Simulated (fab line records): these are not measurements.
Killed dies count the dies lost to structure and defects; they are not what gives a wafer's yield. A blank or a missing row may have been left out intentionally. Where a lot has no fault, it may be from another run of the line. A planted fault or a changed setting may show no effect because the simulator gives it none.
The tool behind it: which one? + flow nandHarc + 72 wafers from 24 lots sampled at 6 of the route's 1159 steps

== WHAT THE GAUGES SHOWED, per wafer ==
NHARC_P_M1_CD_MEAS_09 targets a cd of 130 nm.
| lot  | measured     | on       | cdNm (nm)         |
|------|--------------|----------|-------------------|
| L074 | day 6 00:08  | cdSem-03 | 129.6 130.4 131.6 |
| L075 | day 6 16:08  | cdSem-01 | 128.1 129.1 129.5 |
| L077 | day 6 18:40  | cdSem-03 | 129.7 130.2 129.1 |
| L076 | day 6 18:55  | cdSem-02 | 130.6 130.4 129.6 |
| L078 | day 7 01:12  | cdSem-03 | 127.9 128.7 129.0 |
| L079 | day 7 02:11  | cdSem-03 | 129.1 131.2 130.5 |
| L080 | day 7 02:52  | cdSem-03 | 130.1 130.2 130.9 |
| L081 | day 7 23:42  | cdSem-03 | 130.8 130.5 130.5 |
| L082 | day 8 03:46  | cdSem-01 | 129.7 129.9 130.1 |
| L083 | day 8 04:28  | cdSem-03 | 129.5 128.9 129.7 |
| L084 | day 8 11:05  | cdSem-03 | 130.8 130.7 129.6 |
| L085 | day 8 11:22  | cdSem-03 | 129.7 130.5 130.5 |
| L087 | day 9 19:41  | cdSem-03 | 130.6 130.0 130.2 |
| L086 | day 9 20:19  | cdSem-03 | 130.4 130.5 129.9 |
| L088 | day 10 01:27 | cdSem-01 | 130.5 130.6 129.5 |
| L089 | day 10 02:13 | cdSem-02 | 129.8 130.2 129.8 |
| L090 | day 10 06:54 | cdSem-02 | 128.9 128.8 128.7 |
| L091 | day 10 09:59 | cdSem-02 | 128.5 128.0 128.2 |
| L092 | day 10 10:40 | cdSem-01 | 130.3 130.6 130.0 |
| L093 | day 10 16:39 | cdSem-02 | 129.7 129.9 130.8 |
| L094 | day 11 02:05 | cdSem-03 | 128.7 128.9 127.5 |
| L095 | day 11 08:22 | cdSem-03 | 130.5 130.0 130.8 |
| L096 | day 11 08:33 | cdSem-03 | 129.4 129.0 128.6 |
| L097 | day 11 12:40 | cdSem-02 | 129.6 130.1 129.9 |

NHARC_P_M1_INSPECT_11.
| lot  | measured     | on               | rawDefectCount |
|------|--------------|------------------|----------------|
| L074 | day 6 00:16  | defectInspect-01 | 5 0 7          |
| L075 | day 6 16:16  | defectInspect-01 | 5 1 5          |
| L077 | day 6 18:48  | defectInspect-02 | 4 7 7          |
| L076 | day 6 19:02  | defectInspect-02 | 6 5 3          |
| L078 | day 7 01:20  | defectInspect-02 | 2 2 6          |
| L079 | day 7 02:19  | defectInspect-02 | 3 6 4          |
| L080 | day 7 02:59  | defectInspect-02 | 1 3 2          |
| L081 | day 7 23:49  | defectInspect-01 | 3 4 2          |
| L082 | day 8 03:53  | defectInspect-02 | 3 5 1          |
| L083 | day 8 04:35  | defectInspect-01 | 2 2 3          |
| L084 | day 8 11:13  | defectInspect-02 | 1 2 5          |
| L085 | day 8 11:29  | defectInspect-02 | 1 8 4          |
| L087 | day 9 19:49  | defectInspect-02 | 2 7 4          |
| L086 | day 9 20:26  | defectInspect-02 | 2 0 7          |
| L088 | day 10 01:34 | defectInspect-01 | 0 2 9          |
| L089 | day 10 02:20 | defectInspect-01 | 4 4 4          |
| L090 | day 10 07:02 | defectInspect-01 | 5 5 0          |
| L091 | day 10 10:07 | defectInspect-02 | 2 1 2          |
| L092 | day 10 10:48 | defectInspect-02 | 8 4 1          |
| L093 | day 10 16:47 | defectInspect-02 | 2 4 9          |
| L094 | day 11 02:13 | defectInspect-01 | 4 6 8          |
| L095 | day 11 08:29 | defectInspect-01 | 8 5 5          |
| L096 | day 11 08:41 | defectInspect-02 | 7 12 5         |
| L097 | day 11 12:47 | defectInspect-01 | 1 2 5          |

NHARC_P_M1_CD_MEAS_16.
| lot  | measured     | on       | cdNm (nm)         |
|------|--------------|----------|-------------------|
| L074 | day 6 00:38  | cdSem-02 | 129.6 128.9 132.2 |
| L075 | day 6 16:38  | cdSem-02 | 127.7 128.7 129.1 |
| L077 | day 6 19:10  | cdSem-03 | 129.1 130.2 130.4 |
| L076 | day 6 19:24  | cdSem-01 | 130.8 130.8 129.3 |
| L078 | day 7 01:41  | cdSem-01 | 128.0 127.3 129.0 |
| L079 | day 7 02:42  | cdSem-03 | 127.6 130.5 130.2 |
| L080 | day 7 03:22  | cdSem-01 | 131.4 130.1 131.3 |
| L081 | day 8 00:11  | cdSem-02 | 130.5 129.6 130.0 |
| L082 | day 8 04:16  | cdSem-02 | 128.7 129.9 129.1 |
| L083 | day 8 04:58  | cdSem-02 | 129.3 128.7 128.4 |
| L084 | day 8 11:35  | cdSem-01 | 130.1 130.3 128.7 |
| L085 | day 8 11:52  | cdSem-02 | 130.1 130.5 129.8 |
| L087 | day 9 20:11  | cdSem-01 | 130.6 128.9 131.0 |
| L086 | day 9 20:49  | cdSem-02 | 130.4 131.6 130.5 |
| L088 | day 10 01:56 | cdSem-03 | 130.2 129.5 128.8 |
| L089 | day 10 03:11 | cdSem-02 | 128.2 129.2 127.9 |
| L090 | day 10 07:24 | cdSem-03 | 128.0 127.8 128.1 |
| L091 | day 10 10:29 | cdSem-01 | 127.1 127.4 127.4 |
| L092 | day 10 11:10 | cdSem-01 | 128.8 129.2 129.4 |
| L093 | day 10 17:17 | cdSem-02 | 129.5 128.7 129.9 |
| L094 | day 11 02:35 | cdSem-02 | 129.4 128.1 126.3 |
| L095 | day 11 08:51 | cdSem-02 | 128.6 128.8 129.5 |
| L096 | day 11 09:03 | cdSem-03 | 128.8 130.1 129.0 |
| L097 | day 11 13:09 | cdSem-03 | 128.2 130.6 129.6 |

NHARC_P_M1_INSPECT_27.
| lot  | measured     | on               | rawDefectCount |
|------|--------------|------------------|----------------|
| L074 | day 6 02:55  | defectInspect-01 | 559 260 593    |
| L075 | day 6 18:58  | defectInspect-01 | 253 251 394    |
| L077 | day 6 21:25  | defectInspect-02 | 333 159 195    |
| L076 | day 6 21:42  | defectInspect-02 | 314 273 337    |
| L078 | day 7 04:00  | defectInspect-02 | 268 280 255    |
| L079 | day 7 05:00  | defectInspect-02 | 144 381 251    |
| L080 | day 7 05:38  | defectInspect-02 | 271 299 336    |
| L081 | day 8 02:33  | defectInspect-02 | 233 263 204    |
| L082 | day 8 06:31  | defectInspect-02 | 420 256 368    |
| L083 | day 8 07:23  | defectInspect-02 | 291 398 265    |
| L084 | day 8 13:51  | defectInspect-02 | 176 207 319    |
| L085 | day 8 14:10  | defectInspect-02 | 372 394 237    |
| L087 | day 9 22:28  | defectInspect-02 | 186 308 350    |
| L086 | day 9 23:05  | defectInspect-01 | 323 494 565    |
| L088 | day 10 04:13 | defectInspect-02 | 326 260 497    |
| L089 | day 10 05:31 | defectInspect-01 | 466 208 348    |
| L090 | day 10 09:41 | defectInspect-02 | 521 631 373    |
| L091 | day 10 13:20 | defectInspect-01 | 315 244 165    |
| L092 | day 10 13:28 | defectInspect-02 | 366 342 366    |
| L093 | day 10 19:39 | defectInspect-02 | 422 484 582    |
| L094 | day 11 04:55 | defectInspect-01 | 247 199 202    |
| L095 | day 11 11:08 | defectInspect-02 | 209 239 257    |
| L096 | day 11 11:37 | defectInspect-01 | 231 181 305    |
| L097 | day 11 15:37 | defectInspect-02 | 257 262 256    |

== WHAT TOOL EACH LOT RAN ON (gives the tool, then ch and the chambers of the sampled wafers, and finally the start) ==
| lot  | NHARC_P_M0_DEGAS_28         | NHARC_P_M0_CMP_23             |
|------|-----------------------------|-------------------------------|
| L074 | pvdSputter-03, day 5 21:03  | cmp-04 ch 0,2,3, day 5 22:15  |
| L075 | pvdSputter-03, day 6 12:52  | cmp-04 ch 0,1,3, day 6 14:16  |
| L077 | pvdSputter-02, day 6 15:26  | cmp-01 ch 1,2, day 6 16:51    |
| L076 | pvdSputter-03, day 6 16:02  | cmp-04 ch 1,3, day 6 17:08    |
| L078 | pvdSputter-03, day 6 22:20  | cmp-04 ch 0,3, day 6 23:25    |
| L079 | pvdSputter-02, day 6 23:14  | cmp-02 ch 0,1,2, day 7 00:21  |
| L080 | pvdSputter-03, day 6 23:49  | cmp-02 ch 0,1,2, day 7 01:08  |
| L081 | pvdSputter-03, day 7 20:45  | cmp-01 ch 0,3, day 7 21:51    |
| L082 | pvdSputter-02, day 8 00:30  | cmp-02 ch 1,2,3, day 8 01:47  |
| L083 | pvdSputter-03, day 8 00:49  | cmp-04 ch 1,3, day 8 01:55    |
| L084 | pvdSputter-03, day 8 07:57  | cmp-01 ch 1,2,3, day 8 09:07  |
| L085 | pvdSputter-02, day 8 08:17  | cmp-04 ch 0,2,3, day 8 09:24  |
| L087 | pvdSputter-01, day 9 16:44  | cmp-04 ch 1,2,3, day 9 17:49  |
| L086 | pvdSputter-02, day 9 17:23  | cmp-02 ch 0,2, day 9 18:29    |
| L088 | pvdSputter-01, day 9 22:08  | cmp-04 ch 1,2,3, day 9 23:17  |
| L089 | pvdSputter-01, day 9 23:08  | cmp-01 ch 1,2, day 10 00:23   |
| L090 | pvdSputter-01, day 10 03:56 | cmp-04 ch 0,2,3, day 10 05:09 |
| L091 | pvdSputter-01, day 10 07:03 | cmp-01 ch 1,2,3, day 10 08:08 |
| L092 | pvdSputter-01, day 10 07:39 | cmp-01 ch 0,2, day 10 08:58   |
| L093 | pvdSputter-02, day 10 13:19 | cmp-02 ch 0,1,3, day 10 14:50 |
| L094 | pvdSputter-02, day 10 22:49 | cmp-01 ch 1,2,3, day 10 23:55 |
| L095 | pvdSputter-01, day 11 04:52 | cmp-01 ch 1,2, day 11 05:57   |
| L096 | pvdSputter-03, day 11 05:19 | cmp-02 ch 2,3, day 11 06:25   |
| L097 | pvdSputter-01, day 11 09:44 | cmp-01 ch 0,2,3, day 11 10:49 |
- NHARC_P_M0_DEGAS_28: time 60 s.
- NHARC_P_M0_CMP_23: polishes, t overpolish 20 s, target thk 117.53 nm.

== WHAT THE TOOLS THEMSELVES READ (means of the sampled wafers that have a number; where no wafer has one, the mark that the record gives instead) ==
NHARC_P_M0_DEGAS_28.
| lot  | tool          | heaterPowerW (W) |
|------|---------------|------------------|
| L074 | pvdSputter-03 | 324              |
| L075 | pvdSputter-03 | 337              |
| L077 | pvdSputter-02 | 317              |
| L076 | pvdSputter-03 | 323              |
| L078 | pvdSputter-03 | 327              |
| L079 | pvdSputter-02 | 338              |
| L080 | pvdSputter-03 | 322              |
| L081 | pvdSputter-03 | 338              |
| L082 | pvdSputter-02 | 343              |
| L083 | pvdSputter-03 | 323              |
| L084 | pvdSputter-03 | 346              |
| L085 | pvdSputter-02 | 351              |
| L087 | pvdSputter-01 | 321              |
| L086 | pvdSputter-02 | 372              |
| L088 | pvdSputter-01 | 347              |
| L089 | pvdSputter-01 | 316              |
| L090 | pvdSputter-01 | 322              |
| L091 | pvdSputter-01 | 318              |
| L092 | pvdSputter-01 | 357              |
| L093 | pvdSputter-02 | 329              |
| L094 | pvdSputter-02 | 324              |
| L095 | pvdSputter-01 | 322              |
| L096 | pvdSputter-03 | 336              |
| L097 | pvdSputter-01 | 352              |

NHARC_P_M0_CMP_23.
| lot  | tool   | edgeZonePressureFrac | motorCurrentA (A) | slurryFilterDpKPa (kPa) | timeToEndpointS (s) |
|------|--------|----------------------|-------------------|-------------------------|---------------------|
| L074 | cmp-04 | 1.002                | 12.8              | 13.47                   | 30.6                |
| L075 | cmp-04 | 0.998                | 12.5              | 13.54                   | 31.6                |
| L077 | cmp-01 | 0.996                | 10.8              | 13.43                   | 29.9                |
| L076 | cmp-04 | 0.998                | 13.3              | 13.40                   | 29.6                |
| L078 | cmp-04 | 1.000                | 12.9              | 13.39                   | 31.3                |
| L079 | cmp-02 | 0.997                | 11.2              | 13.50                   | 29.6                |
| L080 | cmp-02 | 0.995                | 11.1              | 13.59                   | 28.8                |
| L081 | cmp-01 | 1.000                | 12.9              | 13.61                   | 29.5                |
| L082 | cmp-02 | 0.989                | 11.6              | 13.51                   | 28.1                |
| L083 | cmp-04 | 1.001                | 12.4              | 13.49                   | 28.6                |
| L084 | cmp-01 | 1.000                | 11.8              | 13.50                   | 29.3                |
| L085 | cmp-04 | 1.000                | 12.7              | 13.59                   | 32.9                |
| L087 | cmp-04 | 1.000                | 12.7              | 13.47                   | 28.2                |
| L086 | cmp-02 | 0.998                | 10.4              | 13.47                   | 32.9                |
| L088 | cmp-04 | 0.996                | 12.4              | 13.50                   | 28.4                |
| L089 | cmp-01 | 1.006                | 10.6              | 13.59                   | 31.3                |
| L090 | cmp-04 | 1.001                | 12.4              | 13.54                   | 32.3                |
| L091 | cmp-01 | 0.999                | 11.6              | 13.49                   | 29.2                |
| L092 | cmp-01 | 1.005                | 12.8              | 13.39                   | 32.5                |
| L093 | cmp-02 | 0.995                | 10.9              | 13.50                   | 28.8                |
| L094 | cmp-01 | 1.000                | 11.9              | 13.53                   | 28.2                |
| L095 | cmp-01 | 1.001                | 10.7              | 13.53                   | 31.5                |
| L096 | cmp-02 | 1.004                | 12.4              | 13.65                   | 32.4                |
| L097 | cmp-01 | 1.002                | 12.7              | 13.47                   | 28.8                |

== THE ANSWER, worked out from the rows above alone ==
Rule: usual is defined by the lots themselves. The widest of any qualifying gaps counts: lots, ordered by their means at a reading, are off when they make up no more than a third of the lots, leave a main group of 4 or more, and stand apart from it by 3 or more times the standard deviation of that group's means. Not used: any main group whose means are identical at the precision the tables above print for the reading. A lot without any number at a reading at which 4 lots or more have one is off too. Any other lot the step has rows for is counted as sound. First the gauges in route order, then the tools' own readings, where a lot's mean is used as printed above. The first step at which some lot is off is used, and at that step the reading that is off furthest; a lot without a number counts as furthest.
Across all readings shown, no lot is off: no conclusion can be drawn from this.

== WHAT THE SIMULATOR HAD PUT IN ==
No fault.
